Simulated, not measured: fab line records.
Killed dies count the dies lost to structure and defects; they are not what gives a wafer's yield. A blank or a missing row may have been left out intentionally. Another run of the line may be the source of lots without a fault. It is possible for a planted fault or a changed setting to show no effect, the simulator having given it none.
fab line records ; flow n5Finfet
record: lots: 11; wafers: 33; lastDay: 19
route steps=1938 shown MOL_CONTACT_COAG@563 BEOL_M0_SAQP@635 PASSIVATION@1936
lots that met no fault: taken from a fault-free run of the same line
startH: hours from the record's opening day to when the first of the lot's shown wafers began ; waitH: time in hours since the lot's previous step ; " as in the row above ; L1.1+2: one row covering several wafers at once ; - value missing, or start not given ; * or withheld: withheld ; < > ~ a bound
route shown NAME@n: NAME is a module with steps in the file, n the number in the route of the first one ; usual: average and standard deviation across the fault-free wafers ; same: alike in all rows ; chamber/n: place in a boat ; sites: per-site readings ; _std_site: their standard deviation ; _edge_site: the outer-site mean with the inner-site mean subtracted ; radiusMm: how far each site lies from the wafer's centre ; mask NAME#n: copy n ; behind: the tool/chamber that last shaped the wafer ; hold: what put the lot on hold/how long, in hours/how the hold closed ; device: transistor that didn't switch, given as n, p or np ; end of line: at the end of the route, the tests of the same wafers ; a step given without rows: its recipe and nothing more ; killed: dies that structure and defects cost at the first sort, which is not the same as the wafer's yield ; map: shows each die of a wafer: x if killed, . if not, _ if none is there
set.NAME: setting as actually run; set.NAME@STEP: the setting as run at that earlier step ; model.NAME: the simulator's own value behind a step, which no gauge read
route steps across a sampled set of lots; one table per step, one row per wafer
services: when a tool's chamber went out of use (startH, in hours from the record's first day, below 0 if earlier), for how many hours, and the reason
== steps ==
step: N5_MOL_CONTACT_COAG_PECVD_31
recipe: material: SiO2; targetThkA: 460; tempC: 400; precursor: TEOS/O2; pressureTorr: 6.5; rfW: withheld; teosFlowSccm: withheld; gas: O2; flowSccm: 2650; timeS: 8.9
lot.wafer;tool;chamber;startH;waitH
L581.2+3+5;pecvd-03;0;106.01;0.3
L584.1+2+3;pecvd-03;1,2,0;132.00;0.3
L587.2+3+5;pecvd-03;1,0,1;140.84;0.3
L590.1+4+6;pecvd-03;2,1,0;157.65;0.3
L596.2+3+4;pecvd-04;0,1,0;194.88;0.3
L597.3+4+6;pecvd-04;2,1,0;200.75;0.3
L598.4+5+6;pecvd-03;1,0,1;210.78;0.3
L599.1+2+4;pecvd-03;0,1,1;216.73;0.3
L600.1+2+3;pecvd-01;1,0,1;222.95;0.3
L601.1+4+5;pecvd-04;2,0,2;232.34;0.3
L602.3+5+6;pecvd-03;2,1,0;237.40;0.3
step: N5_MOL_CONTACT_COAG_STRIP_72
recipe: chemistry: N2/H2; powerW: 450; tempC: 40; pressureMtorr: 20; rfFrequencyHz: 6e+07; overashFraction: 3; biasPowerW: 7; h2Frac: 0.5; n2FlowSccm: 200; h2FlowSccm: 200
usual: drypumpMotorCurrentA: 5.74/0.26; oesProductAu: 0.83/0.094; rfVppV: 59.2/2; showerheadPlenumPTorr: 2.58/0.08; throttleValvePct: 23.6/0.39
lot.wafer;tool;chamber;startH;waitH;drypumpMotorCurrentA;oesProductAu;rfHoursCounterH;rfVppV;showerheadPlenumPTorr;throttleValvePct
L581.2;rieDiel-06;1;110.68;0.0;5.65;0.87;53;56.6;2.48;23.7
L581.3;rieDiel-06;3;110.68;0.0;5.25;0.70;229;60.6;2.61;23.6
L581.5;rieDiel-06;1;110.68;0.0;5.60;0.87;-;57.2;2.48;23.7
L584.1;rieDiel-05;2;134.85;0.0;6.15;0.86;55;58.5;2.58;23.8
L584.2;rieDiel-05;0;134.85;0.0;5.59;0.80;98;60.8;2.55;23.2
L584.3;rieDiel-05;3;134.85;0.0;5.89;0.68;238;59.0;2.51;24.2
L587.2;rieDiel-05;3;143.27;0.0;5.94;0.68;241;57.5;2.51;24.2
L587.3;rieDiel-05;2;143.27;0.0;6.15;0.85;59;59.5;2.58;23.8
L587.5;rieDiel-05;1;143.27;0.0;5.81;0.96;-;59.9;2.60;23.0
L590.1;rieDiel-06;2;160.40;0.0;5.73;0.91;33;58.4;2.69;23.0
L590.4;rieDiel-06;1;160.40;0.0;5.59;0.84;72;60.7;2.47;23.7
L590.6;rieDiel-06;3;160.40;0.0;5.27;0.69;-;61.6;2.60;23.6
L596.2;rieDiel-06;2;197.40;0.0;5.75;0.86;47;56.4;2.68;23.0
L596.3;rieDiel-06;1;197.40;0.0;5.60;0.85;85;60.8;2.47;23.8
L596.4;rieDiel-06;0;197.40;0.0;5.58;0.83;60;56.8;2.70;23.7
L597.3;rieDiel-05;0;203.17;0.0;5.55;0.79;125;59.9;2.54;23.3
L597.4;rieDiel-05;0;203.17;0.0;5.58;0.78;-;57.2;2.54;23.3
L597.6;rieDiel-05;1;203.17;0.0;5.80;0.88;-;59.8;2.59;22.9
L598.4;rieDiel-04;2;213.57;0.0;5.45;0.68;230;57.7;2.41;24.3
L598.5;rieDiel-04;1;213.57;0.0;6.08;0.94;-;56.6;2.59;23.4
L598.6;rieDiel-04;2;213.57;0.0;5.42;0.68;-;57.6;2.41;24.3
L599.1;rieDiel-05;1;219.72;0.0;5.82;0.88;31;63.5;2.58;23.0
L599.2;rieDiel-05;3;219.72;0.0;5.88;0.96;1;61.0;2.50;23.9
L599.4;rieDiel-05;0;219.72;0.0;5.54;0.77;131;57.2;2.54;23.3
L600.1;rieDiel-05;0;226.01;0.0;5.55;0.77;133;58.8;2.54;23.3
L600.2;rieDiel-05;2;226.01;0.0;6.15;0.82;90;59.1;2.57;23.9
L600.3;rieDiel-05;3;226.01;0.0;5.89;0.95;3;61.9;2.50;23.9
L601.1;rieDiel-04;2;235.43;0.0;5.44;0.67;236;60.8;2.41;24.3
L601.4;rieDiel-04;3;235.43;0.0;6.05;0.86;61;62.0;2.70;23.6
L601.5;rieDiel-04;0;235.43;0.0;5.48;0.65;-;58.7;2.49;23.8
L602.3;rieDiel-06;2;241.00;0.0;5.77;0.86;59;61.1;2.68;23.1
L602.5;rieDiel-06;0;241.00;0.0;5.59;0.83;-;55.0;2.69;23.7
L602.6;rieDiel-06;3;241.00;0.0;5.26;0.95;-;58.7;2.59;23.2
step: N5_MOL_CONTACT_COAG_STRIP_49
recipe: chemistry: N2/H2; timeS: 30; powerW: 1000; tempC: 250; pressureMtorr: withheld; n2FlowSccm: 1750; h2FlowSccm: 3250
usual: drypumpMotorCurrentA: 5.43/0.11; heaterPowerW: 334/10
lot.wafer;tool;chamber;startH;waitH;drypumpMotorCurrentA;heaterPowerW;rfHoursCounterH
L581.2;plasmaAsher-01;1;110.77;-;5.27;312;42
L581.3;plasmaAsher-01;0;110.77;-;5.55;330;-
L581.5;plasmaAsher-01;1;110.77;-;5.27;322;-
L584.1;plasmaAsher-02;0;135.42;-;5.42;341;95
L584.2;plasmaAsher-02;1;135.42;-;5.38;341;95
L584.3;plasmaAsher-02;1;135.42;-;5.38;337;-
L587.2;plasmaAsher-02;1;143.35;-;5.39;337;99
L587.3;plasmaAsher-02;1;143.35;-;5.39;337;-
L587.5;plasmaAsher-02;0;143.35;-;5.42;339;-
L590.1;plasmaAsher-02;0;160.48;-;5.42;348;103
L590.4;plasmaAsher-02;1;160.48;-;5.37;330;-
L590.6;plasmaAsher-02;1;160.48;-;5.38;328;-
L596.2;plasmaAsher-02;1;197.48;-;5.38;345;109
L596.3;plasmaAsher-02;1;197.48;-;5.40;340;-
L596.4;plasmaAsher-02;0;197.48;-;5.45;346;-
L597.3;plasmaAsher-01;0;203.27;-;5.59;334;-
L597.4;plasmaAsher-01;1;203.27;-;5.28;315;-
L597.6;plasmaAsher-01;1;203.27;-;5.28;325;-
L598.4;plasmaAsher-01;0;213.67;-;5.63;341;-
L598.5;plasmaAsher-01;0;213.67;-;5.61;335;-
L598.6;plasmaAsher-01;1;213.67;-;5.29;318;-
L599.1;plasmaAsher-02;0;219.81;-;5.45;345;113
L599.2;plasmaAsher-02;1;219.81;-;5.40;337;113
L599.4;plasmaAsher-02;1;219.81;-;5.40;343;-
L600.1;plasmaAsher-02;0;226.10;-;5.44;346;115
L600.2;plasmaAsher-02;1;226.10;-;5.38;336;115
L600.3;plasmaAsher-02;0;226.10;-;5.41;345;-
L601.1;plasmaAsher-01;0;235.51;-;5.58;333;64
L601.4;plasmaAsher-01;1;235.51;-;5.29;321;-
L601.5;plasmaAsher-01;1;235.51;-;5.29;318;-
L602.3;plasmaAsher-01;1;241.10;-;5.29;324;-
L602.5;plasmaAsher-01;0;241.10;-;5.60;334;-
L602.6;plasmaAsher-01;1;241.10;-;5.27;325;-
step: N5_MOL_CONTACT_COAG_THK_MEAS_53
recipe: reads: SiO2_of_MOL_CONTACT_COAG_PECVD_31
usual: VIA_MOL_THK: 43.9/0.66
lot.wafer;tool;chamber;startH;waitH;VIA_MOL_THK[nm]
L581.2;filmMetro-01;-;111.67;-;43.2
L581.3;filmMetro-01;-;111.67;-;43.6
L581.5;filmMetro-01;-;111.67;-;44.2
L584.1;filmMetro-01;-;136.31;-;44.5
L584.2;filmMetro-01;-;136.31;-;43.6
L584.3;filmMetro-01;-;136.31;-;42.8
L587.2;filmMetro-02;-;144.25;-;42.9
L587.3;filmMetro-02;-;144.25;-;42.7
L587.5;filmMetro-02;-;144.25;-;46.4
L590.1;filmMetro-02;-;161.40;-;45.3
L590.4;filmMetro-02;-;161.40;-;44.0
L590.6;filmMetro-02;-;161.40;-;45.9
L596.2;filmMetro-01;-;198.38;-;42.9
L596.3;filmMetro-01;-;198.38;-;42.5
L596.4;filmMetro-01;-;198.38;-;43.7
L597.3;filmMetro-01;-;204.15;-;43.5
L597.4;filmMetro-01;-;204.15;-;44.0
L597.6;filmMetro-01;-;204.15;-;44.6
L598.4;filmMetro-01;-;214.55;-;43.9
L598.5;filmMetro-01;-;214.55;-;43.2
L598.6;filmMetro-01;-;214.55;-;43.8
L599.1;filmMetro-01;-;220.71;-;42.2
L599.2;filmMetro-01;-;220.71;-;43.1
L599.4;filmMetro-01;-;220.71;-;43.8
L600.1;filmMetro-01;-;226.99;-;43.2
L600.2;filmMetro-01;-;226.99;-;44.1
L600.3;filmMetro-01;-;226.99;-;43.9
L601.1;filmMetro-02;-;236.41;-;43.3
L601.4;filmMetro-02;-;236.41;-;43.8
L601.5;filmMetro-02;-;236.41;-;44.4
L602.3;filmMetro-01;-;241.98;-;43.0
L602.5;filmMetro-01;-;241.98;-;43.9
L602.6;filmMetro-01;-;241.98;-;43.7
step: N5_BEOL_M0_SAQP_PECVD_03
recipe: material: SiCN; targetThkA: 120; tempC: withheld; precursor: 3MS/NH3; pressureTorr: 3; rfW: 202; timeS: 21.1
usual: showerheadPlenumPTorr: 3.667/0.0096; throttleValvePct: 9.0/0.51
lot.wafer;tool;chamber;startH;waitH;showerheadPlenumPTorr;throttleValvePct
L581.2;pecvd-03;0;118.59;0.1;3.676;9.5
L581.3;pecvd-03;2;118.59;0.1;3.662;9.0
L581.5;pecvd-03;2;118.59;0.1;3.679;8.8
L584.1;pecvd-01;0;141.20;0.1;3.663;8.5
L584.2;pecvd-01;1;141.20;0.1;3.657;9.3
L584.3;pecvd-01;2;141.20;0.1;3.680;8.1
L587.2;pecvd-02;1;148.52;0.1;3.663;8.6
L587.3;pecvd-02;2;148.52;0.1;3.656;8.7
L587.5;pecvd-02;1;148.52;0.1;3.664;8.9
L590.1;pecvd-03;1;169.95;0.1;3.682;9.0
L590.4;pecvd-03;2;169.95;0.1;3.675;9.1
L590.6;pecvd-03;0;169.95;0.1;3.668;9.7
L596.2;pecvd-01;2;202.62;0.1;3.673;8.2
L596.3;pecvd-01;0;202.62;0.1;3.660;8.5
L596.4;pecvd-01;2;202.62;0.1;3.678;8.3
L597.3;pecvd-03;1;208.54;0.1;3.681;9.2
L597.4;pecvd-03;0;208.54;0.1;3.672;9.9
L597.6;pecvd-03;1;208.54;0.1;3.669;9.2
L598.4;pecvd-01;2;220.03;0.1;3.681;8.2
L598.5;pecvd-01;0;220.03;0.1;3.662;8.8
L598.6;pecvd-01;1;220.03;0.1;3.669;9.3
L599.1;pecvd-01;2;225.72;0.1;3.676;8.2
L599.2;pecvd-01;0;225.72;0.1;3.660;8.4
L599.4;pecvd-01;2;225.72;0.1;3.672;8.5
L600.1;pecvd-01;1;232.79;0.1;3.657;9.2
L600.2;pecvd-01;2;232.79;0.1;3.673;8.1
L600.3;pecvd-01;0;232.79;0.1;3.673;8.6
L601.1;pecvd-01;2;241.30;0.1;3.685;8.3
L601.4;pecvd-01;2;241.30;0.1;3.674;8.2
L601.5;pecvd-01;1;241.30;0.1;3.676;9.4
L602.3;pecvd-03;0;245.56;0.1;3.680;9.8
L602.5;pecvd-03;1;245.56;0.1;3.670;8.9
L602.6;pecvd-03;0;245.56;0.1;3.676;9.9
step: N5_PASSIVATION_PROBE_49
usual: killed_at_M0_to_M3: 36/11; killed_at_M4_up: 14/5.2; killedAtContacts: 12/6.1; killedAtFrontEnd: 40/12; killedAtOther: 3.2/2.5; killedDies: 105/16; killedOpen: 68/12; killedShort: 35/8.7
same: grossDies: 1180; killedAtBackSide: 0
lot.wafer;tool;chamber;startH;waitH;killed_at_M0_to_M3;killed_at_M4_up;killedAtContacts;killedAtFrontEnd;killedAtOther;killedDies;killedOpen;killedShort
L581.2;prober-02;-;307.96;0.1;33;17;15;25;2;92;70;21
L581.3;prober-02;-;308.01;0.1;25;18;10;37;2;92;63;29
L581.5;prober-02;-;308.11;0.2;55;22;3;27;8;115;82;32
L584.1;prober-01;-;331.73;0.0;25;16;20;38;3;102;55;40
L584.2;prober-01;-;331.78;0.1;20;15;10;46;3;94;64;27
L584.3;prober-01;-;331.83;0.1;26;18;5;50;6;105;71;30
L587.2;prober-02;-;349.21;0.1;54;5;12;42;1;114;73;35
L587.3;prober-02;-;349.26;0.1;41;22;8;49;1;121;84;36
L587.5;prober-02;-;349.36;0.2;47;14;9;41;3;114;81;29
L590.1;prober-02;-;362.48;0.0;26;15;12;35;9;97;61;32
L590.4;prober-02;-;362.63;0.2;27;10;10;26;2;75;42;27
L590.6;prober-02;-;362.73;0.3;47;8;11;25;10;101;67;30
L597.3;prober-01;-;387.76;0.1;46;18;15;29;2;110;73;36
L597.4;prober-01;-;387.81;0.2;49;14;23;35;2;123;92;28
L597.6;prober-01;-;387.91;0.3;29;10;12;45;4;100;62;36
L596.2;prober-01;-;412.03;0.1;22;10;6;35;0;73;49;24
L596.3;prober-01;-;412.08;0.1;18;12;4;32;4;70;52;18
L596.4;prober-01;-;412.13;0.2;36;13;10;32;3;94;60;34
L599.1;prober-01;-;420.76;0.0;48;13;7;44;2;114;70;33
L599.2;prober-01;-;420.81;0.1;39;37;9;32;1;118;60;56
L599.4;prober-01;-;420.91;0.2;42;21;17;50;5;135;82;49
L598.4;prober-02;-;434.54;0.2;29;13;13;42;1;98;65;31
L598.5;prober-02;-;434.59;0.2;17;19;13;40;0;89;60;26
L598.6;prober-02;-;434.64;0.3;15;15;16;42;5;93;52;34
L600.1;prober-01;-;448.81;0.0;44;18;8;58;4;132;93;37
L600.2;prober-01;-;448.86;0.1;36;24;10;58;7;135;80;51
L600.3;prober-01;-;448.91;0.1;35;11;7;30;2;85;40;42
L601.1;prober-01;-;453.25;0.0;50;22;12;34;4;122;63;53
L601.4;prober-01;-;453.40;0.2;55;8;21;28;2;114;64;45
L601.5;prober-01;-;453.45;0.2;36;11;29;26;1;103;49;48
L602.3;prober-02;-;458.45;0.1;42;15;9;25;7;98;64;26
L602.5;prober-02;-;458.55;0.2;49;18;13;27;1;108;71;34
L602.6;prober-02;-;458.60;0.3;52;16;6;36;1;111;72;34
killed by level:class
L581.2 MOL_CONTACT_COAG:geometricParticle:open=14 FIN_SAQP:geometricParticle:open=10 BEOL_M4:geometricParticle:open=10 BEOL_M3:geometricParticle:open=7 FIN_SAQP:geometricParticle:short=6 BEOL_M0:geometricParticle:open=6 BEOL_M2:geometricParticle:open=5 BEOL_M1:geometricParticle:open=4
L581.3 FIN_SAQP:geometricParticle:open=15 MOL_CONTACT_COAG:geometricParticle:open=7 BEOL_M7:geometricParticle:open=7 FIN_SAQP:geometricParticle:short=6 STI_FIN_REVEAL:geometricParticle:open=6 BEOL_M0_SAQP:geometricParticle:open=5 BEOL_M3:geometricParticle:open=5 BEOL_M0_SAQP:geometricParticle:short=4
L581.5 BEOL_M0_SAQP:geometricParticle:open=16 BEOL_M4:geometricParticle:open=11 BEOL_M2:geometricParticle:open=10 BEOL_M0:geometricParticle:open=9 BEOL_M0_SAQP:geometricParticle:short=8 STI_FIN_REVEAL:geometricParticle:open=6 BEOL_M3:geometricParticle:open=6 STARTING-WAFER:geometricParticle:short=4
L584.1 MOL_CONTACT_COAG:geometricParticle:open=13 BEOL_M0_SAQP:geometricParticle:short=8 BEOL_M4:geometricParticle:open=8 MOL_CONTACT_COAG:geometricParticle:short=7 FIN_SAQP:geometricParticle:open=6 FIN_SAQP:geometricParticle:short=6 BEOL_M0_SAQP:geometricParticle:open=6 BEOL_M1:geometricParticle:open=6
L584.2 FIN_SAQP:geometricParticle:open=15 MOL_CONTACT_COAG:geometricParticle:open=8 GATE_CUT:geometricParticle:short=7 BEOL_M1:geometricParticle:open=7 BEOL_M4:geometricParticle:open=6 STI_FIN_REVEAL:geometricParticle:open=5 GATE_CUT:geometricParticle:open=5 BEOL_M0_SAQP:geometricParticle:open=5
L584.3 FIN_SAQP:geometricParticle:open=27 BEOL_M0_SAQP:geometricParticle:open=7 BEOL_M1:geometricParticle:open=7 FIN_SAQP:geometricParticle:short=5 GATE_CUT:geometricParticle:short=5 BEOL_M3:geometricParticle:open=4 MOL_CONTACT_COAG:geometricParticle:open=4 BEOL_M4:geometricParticle:open=4
L587.2 BEOL_M0_SAQP:geometricParticle:open=23 BEOL_M0_SAQP:geometricParticle:short=19 STI_FIN_REVEAL:geometricParticle:open=12 MOL_CONTACT_COAG:geometricParticle:open=9 FIN_SAQP:geometricParticle:open=6 FIN_SAQP:geometricParticle:short=5 BEOL_M3:geometricParticle:open=4 DUMMY_GATE:geometricParticle:open=3
L587.3 STI_FIN_REVEAL:geometricParticle:open=17 BEOL_M2:geometricParticle:open=16 BEOL_M4:geometricParticle:open=13 BEOL_M0_SAQP:geometricParticle:open=8 MOL_CONTACT_COAG:geometricParticle:open=7 DUMMY_GATE:geometricParticle:open=6 ILD0:geometricParticle:open=6 STI_FIN_REVEAL:geometricParticle:short=5
L587.5 STI_FIN_REVEAL:geometricParticle:open=14 BEOL_M0_SAQP:geometricParticle:open=10 MOL_CONTACT_COAG:geometricParticle:open=9 BEOL_M0_SAQP:geometricParticle:short=9 FIN_SAQP:geometricParticle:open=8 BEOL_M2:geometricParticle:open=8 BEOL_M0:geometricParticle:open=7 BEOL_M3:geometricParticle:open=7
L590.1 FIN_SAQP:geometricParticle:short=9 BEOL_M2:geometricParticle:open=9 MOL_CONTACT_COAG:geometricParticle:open=8 FIN_SAQP:geometricParticle:open=7 BEOL_M5:geometricParticle:open=6 STARTING-WAFER:geometricParticle:short=5 BEOL_M0_SAQP:geometricParticle:short=5 PASS1_DEP:geometricParticle:open=5
L590.4 MOL_CONTACT_COAG:geometricParticle:open=9 FIN_SAQP:geometricParticle:open=6 BEOL_M0_SAQP:geometricParticle:short=6 FIN_SAQP:geometricParticle:short=4 BEOL_M0_SAQP:geometricParticle:open=4 ILD0:geometricParticle:short=3 GATE_CUT:geometricParticle:open=3 BEOL_M0:geometricParticle:open=3
L590.6 BEOL_M0_SAQP:geometricParticle:open=16 BEOL_M2:geometricParticle:open=13 BEOL_M0_SAQP:geometricParticle:short=9 MOL_CONTACT_COAG:geometricParticle:open=7 FIN_SAQP:geometricParticle:open=6 STARTING-WAFER:geometricParticle:short=4 PASS1_CAP:geometricParticle:short=4 MOL_CONTACT_COAG:geometricParticle:short=3
L597.3 BEOL_M2:geometricParticle:open=12 MOL_CONTACT_COAG:geometricParticle:open=11 BEOL_M1:geometricParticle:open=11 STI_FIN_REVEAL:geometricParticle:open=8 BEOL_M0_SAQP:geometricParticle:short=7 BEOL_M4:geometricParticle:open=7 BEOL_M2:geometricParticle:short=5 BEOL_M3:geometricParticle:open=5
L597.4 BEOL_M2:geometricParticle:open=20 MOL_CONTACT_COAG:geometricParticle:open=18 STI_FIN_REVEAL:geometricParticle:open=11 BEOL_M1:geometricParticle:open=9 DUMMY_GATE:geometricParticle:open=7 BEOL_M0_SAQP:geometricParticle:open=6 BEOL_M4:geometricParticle:open=5 MOL_CONTACT_COAG:geometricParticle:short=4
L597.6 STI_FIN_REVEAL:geometricParticle:open=12 MOL_CONTACT_COAG:geometricParticle:open=11 GATE_CUT:geometricParticle:short=7 FIN_SAQP:geometricParticle:short=6 STI_FIN_REVEAL:geometricParticle:short=6 BEOL_M0_SAQP:geometricParticle:open=6 BEOL_M1:geometricParticle:open=5 BEOL_M3:geometricParticle:open=5
L596.2 FIN_SAQP:geometricParticle:short=13 FIN_SAQP:geometricParticle:open=7 BEOL_M0_SAQP:geometricParticle:open=7 STI_FIN_REVEAL:geometricParticle:open=6 MOL_CONTACT_COAG:geometricParticle:open=6 BEOL_M3:geometricParticle:open=6 STARTING-WAFER:geometricParticle:short=4 BEOL_M2:geometricParticle:open=3
L596.3 STI_FIN_REVEAL:geometricParticle:open=8 FIN_SAQP:geometricParticle:open=7 BEOL_M7:geometricParticle:open=5 DUMMY_GATE:geometricParticle:open=4 BEOL_M2:geometricParticle:open=4 BEOL_M3:geometricParticle:open=4 FIN_SAQP:geometricParticle:short=3 MOL_CONTACT_COAG:geometricParticle:open=3
L596.4 FIN_SAQP:geometricParticle:open=12 BEOL_M1:geometricParticle:open=8 MOL_CONTACT_COAG:geometricParticle:open=7 FIN_SAQP:geometricParticle:short=6 BEOL_M2:geometricParticle:open=6 BEOL_M3:geometricParticle:open=6 BEOL_M0_SAQP:geometricParticle:open=5 BEOL_M0_SAQP:geometricParticle:short=5
L599.1 DUMMY_GATE:geometricParticle:open=8 BEOL_M3:geometricParticle:open=8 FIN_SAQP:geometricParticle:short=7 HKMG_FIN:areaEtch=7 BEOL_M0_SAQP:geometricParticle:short=6 BEOL_M0:geometricParticle:open=6 BEOL_M2:geometricParticle:open=6 BEOL_M2:geometricParticle:short=6
L599.2 BEOL_M4:geometricParticle:open=11 BEOL_M7:geometricParticle:open=10 BEOL_M0_SAQP:geometricParticle:short=9 FIN_SAQP:geometricParticle:short=8 GATE_CUT:geometricParticle:short=8 BEOL_M4:geometricParticle:short=7 BEOL_M1:geometricParticle:open=5 MOL_CONTACT_COAG:geometricParticle:open=5
L599.4 MOL_CONTACT_COAG:geometricParticle:open=13 GATE_CUT:geometricParticle:short=12 BEOL_M2:geometricParticle:open=11 FIN_SAQP:geometricParticle:short=10 BEOL_M3:geometricParticle:open=9 BEOL_M4:geometricParticle:open=9 FIN_SAQP:geometricParticle:open=7 BEOL_M0_SAQP:geometricParticle:open=6
L598.4 STI_FIN_REVEAL:geometricParticle:open=10 MOL_CONTACT_COAG:geometricParticle:open=10 BEOL_M4:geometricParticle:open=8 BEOL_M0_SAQP:geometricParticle:short=8 FIN_SAQP:geometricParticle:short=7 BEOL_M2:geometricParticle:open=6 BEOL_M3:geometricParticle:open=6 FIN_SAQP:geometricParticle:open=5
L598.5 MOL_CONTACT_COAG:geometricParticle:open=12 DUMMY_GATE:geometricParticle:open=11 BEOL_M4:geometricParticle:open=11 GATE_CUT:geometricParticle:short=6 BEOL_M1:geometricParticle:short=4 FIN_SAQP:geometricParticle:open=3 STI_FIN_REVEAL:geometricParticle:open=3 GATE_CUT:geometricParticle:open=3
L598.6 MOL_CONTACT_COAG:geometricParticle:open=13 FIN_SAQP:geometricParticle:short=7 GATE_CUT:geometricParticle:short=7 FIN_SAQP:geometricParticle:open=6 STI_FIN_REVEAL:geometricParticle:open=5 DUMMY_GATE:geometricParticle:open=4 MOL_CONTACT_COAG:geometricParticle:short=3 BEOL_M1:geometricParticle:short=3
L600.1 FIN_SAQP:geometricParticle:open=23 BEOL_M4:geometricParticle:open=14 BEOL_M0_SAQP:geometricParticle:open=10 BEOL_M0_SAQP:geometricParticle:short=9 BEOL_M3:geometricParticle:open=9 FIN_SAQP:geometricParticle:short=8 STI_FIN_REVEAL:geometricParticle:open=7 DUMMY_GATE:geometricParticle:open=6
L600.2 FIN_SAQP:geometricParticle:short=15 FIN_SAQP:geometricParticle:open=11 BEOL_M4:geometricParticle:open=11 BEOL_M0_SAQP:geometricParticle:short=10 MOL_CONTACT_COAG:geometricParticle:open=8 STI_FIN_REVEAL:geometricParticle:open=7 DUMMY_GATE:geometricParticle:open=6 BEOL_M3:geometricParticle:open=6
L600.3 BEOL_M0_SAQP:geometricParticle:short=10 FIN_SAQP:geometricParticle:short=8 BEOL_M0_SAQP:geometricParticle:open=7 BEOL_M3:geometricParticle:short=7 MOL_CONTACT_COAG:geometricParticle:open=6 BEOL_M3:geometricParticle:open=6 STI_FIN_REVEAL:geometricParticle:open=4 GATE_CUT:geometricParticle:short=4
L601.1 BEOL_M0_SAQP:geometricParticle:short=15 BEOL_M0_SAQP:geometricParticle:open=11 BEOL_M1:geometricParticle:open=9 FIN_SAQP:geometricParticle:short=8 MOL_CONTACT_COAG:geometricParticle:open=8 BEOL_M1:geometricParticle:short=6 STARTING-WAFER:geometricParticle:short=6 BEOL_M5:geometricParticle:open=5
L601.4 MOL_CONTACT_COAG:geometricParticle:open=15 BEOL_M0_SAQP:geometricParticle:short=13 BEOL_M1:geometricParticle:open=11 BEOL_M0_SAQP:geometricParticle:open=10 BEOL_M1:geometricParticle:short=7 FIN_SAQP:geometricParticle:open=6 MOL_CONTACT_COAG:geometricParticle:short=5 DUMMY_GATE:geometricParticle:open=5
L601.5 MOL_CONTACT_COAG:geometricParticle:short=14 MOL_CONTACT_COAG:geometricParticle:open=14 BEOL_M1:geometricParticle:open=11 BEOL_M1:geometricParticle:short=10 FIN_SAQP:geometricParticle:short=9 BEOL_M4:geometricParticle:open=7 BEOL_M0_SAQP:geometricParticle:short=4 STARTING-WAFER:geometricParticle:short=4
L602.3 BEOL_M2:geometricParticle:open=16 BEOL_M0:geometricParticle:short=8 MOL_CONTACT_COAG:geometricParticle:open=7 BEOL_M0_SAQP:geometricParticle:open=7 BEOL_M1:geometricParticle:open=7 STI_FIN_REVEAL:geometricParticle:open=6 MIM_TOP_ETCH:geometricParticle:open=6 HKMG_FIN:areaEtch=5
L602.5 BEOL_M2:geometricParticle:open=15 MOL_CONTACT_COAG:geometricParticle:open=10 BEOL_M0_SAQP:geometricParticle:short=10 STI_FIN_REVEAL:geometricParticle:open=9 FIN_SAQP:geometricParticle:short=7 BEOL_M3:geometricParticle:open=6 BEOL_M0:geometricParticle:open=5 BEOL_M0:geometricParticle:short=5
L602.6 BEOL_M2:geometricParticle:open=28 BEOL_M0_SAQP:geometricParticle:open=9 FIN_SAQP:geometricParticle:short=8 MOL_CONTACT_COAG:geometricParticle:open=5 GATE_CUT:geometricParticle:short=5 BEOL_M2:geometricParticle:short=4 BEOL_M5:geometricParticle:open=4 STI_FIN_REVEAL:geometricParticle:open=3
== services ==
tool;chamber;startH;hours;kind
rieDiel-05;3;87.35;1.4;repair
pecvd-02;0;95.08;30.5;repair
pecvd-01;2;108.94;-;clean
pecvd-01;2;108.94;-;consumableReplace:showerhead
pecvd-01;2;108.94;29.0;scheduledDown
pecvd-01;2;108.94;29.0;ventCycle
pecvd-01;0;113.98;2.1;scheduledDown
rieDiel-05;1;117.01;-;clean
rieDiel-04;0;120.85;5.2;repair
plasmaAsher-01;-;129.65;14.6;pm
pecvd-01;0;166.14;7.5;repair
pecvd-03;2;172.77;6.1;repair
pecvd-01;-;175.72;2.8;pm
pecvd-03;2;178.89;2.1;scheduledDown
pecvd-03;2;202.38;-;clean
pecvd-03;2;202.38;-;consumableReplace:showerhead
pecvd-03;2;202.38;29.0;scheduledDown
pecvd-03;2;202.38;29.0;ventCycle
pecvd-01;-;216.05;2.1;repair
pecvd-01;2;222.84;2.1;scheduledDown
pecvd-01;-;227.20;4.2;repair
plasmaAsher-01;-;235.73;2.1;repair
plasmaAsher-02;-;236.47;1.7;repair
rieDiel-05;-;238.15;0.8;repair
== key ==
firstSign: step: N5_MOL_CONTACT_COAG_THK_MEAS_53; reading: VIA_MOL_THK; direction: up; sigmas: 3.1; usual: 43.9; struck: 45.9
effect none on later readings
metAt N5_MOL_CONTACT_COAG_PECVD_31
struckLots L587,L590
struckWafers L587.5,L590.1,L590.6
testerLeftOut L587,L590
notActingAt N5_MOL_CONTACT_COAG_STRIP_72,N5_MOL_CONTACT_COAG_STRIP_49,N5_BEOL_M0_SAQP_PECVD_03
onsetBetween 132.00 140.84
fault: kind: processParameterDrift; tool: pecvd-03; chamber: -; onsetH: 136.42; steps: N5_MOL_CONTACT_COAG_PECVD_31; channel: timeS; offset: *; shape: step; endH: 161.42; scope: struckWafersOnly; actsIn: *; stated: *
testerLeftOut: of these lots the tester's yield and bins aren't shown, on N5 and GAA mostly nor the transistor test; their killed dies are dies lost to structure and defects alone, not to doping, threshold or leakage, so they don't give the yield
